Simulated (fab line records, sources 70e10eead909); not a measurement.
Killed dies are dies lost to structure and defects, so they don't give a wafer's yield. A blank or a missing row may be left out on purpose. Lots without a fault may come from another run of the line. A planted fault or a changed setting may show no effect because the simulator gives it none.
Chamber matching | flow nand_harc | NHARC_A_STAIRCASE_DEP_322 on pecvd-01: 3 sister chambers
The step deposits SiO2, target thk 3800 nm. 16 wafers are shown with their chamber, then 8 later ones without.

WAFERS WITH THEIR CHAMBER
wafer  | chamber | heater_power_w (W) | mfc_precursor_sccm (sccm)
L075.3 | 0       | 705                | 200.0
L075.4 | 1       | 595                | 199.5
L075.5 | 2       | 719                | 199.9
L077.3 | 2       | 881                | 200.8
L077.5 | 0       | 657                | 199.7
L077.6 | 1       | 601                | 199.1
L083.1 | 0       | 772                | 200.6
L083.3 | 2       | 867                | 199.5
L083.5 | 2       | 761                | 199.5
L081.4 | 0       | 644                | 199.4
L081.5 | 2       | 752                | 199.9
L081.6 | 1       | 605                | 200.0
L086.2 | 0       | 712                | 199.7
L086.3 | 2       | 909                | 201.2
L086.4 | 1       | 601                | 200.4
L089.1 | 1       | 670                | 199.3

SIGNATURES (means of the wafers above)
reading            | chamber 0 | chamber 1 | chamber 2 | scatter within a chamber
heater_power_w     | 698.00    | 614.40    | 814.83    | 59.6
mfc_precursor_sccm | 199.880   | 199.660   | 200.133   | 0.585
Rule: a wafer's distance from a chamber is the root of the sum, over the readings, of the square of ((its reading less the chamber's mean) divided by the reading's scatter). The wafer belongs to the nearest chamber; if the next one is less than 2 further off, it can't be placed. The scatter: the root of (the sum of the squares of (reading less its chamber's mean) over the shown wafers, divided by (wafers less chambers)).

WAFERS WITHOUT THEIR CHAMBER
wafer  | heater_power_w (W) | mfc_precursor_sccm (sccm)
L089.2 | 723                | 200.4
L089.5 | 656                | 199.3
L095.1 | 699                | 201.0
L095.2 | 728                | 199.9
L095.4 | 644                | 201.4
L093.4 | 613                | 197.8
L093.5 | 624                | 200.3
L093.6 | 602                | 199.4

WHICH CHAMBER EACH WENT THROUGH
wafer  | from the rows above          | in truth
L089.2 | can't be placed: 0 or 2 or 1 | 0
L089.5 | can't be placed: 1 or 0      | 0
L095.1 | can't be placed: 0 or 2 or 1 | 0
L095.2 | can't be placed: 0 or 2 or 1 | 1
L095.4 | can't be placed: 0 or 1 or 2 | 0
L093.4 | can't be placed: 1 or 0      | 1
L093.5 | can't be placed: 1 or 0      | 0
L093.6 | can't be placed: 1 or 0      | 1
Placed correctly: 0 of 8. Can't be placed from these rows: 8 (the true chamber is among the candidates in 8). Placed wrongly: 0.
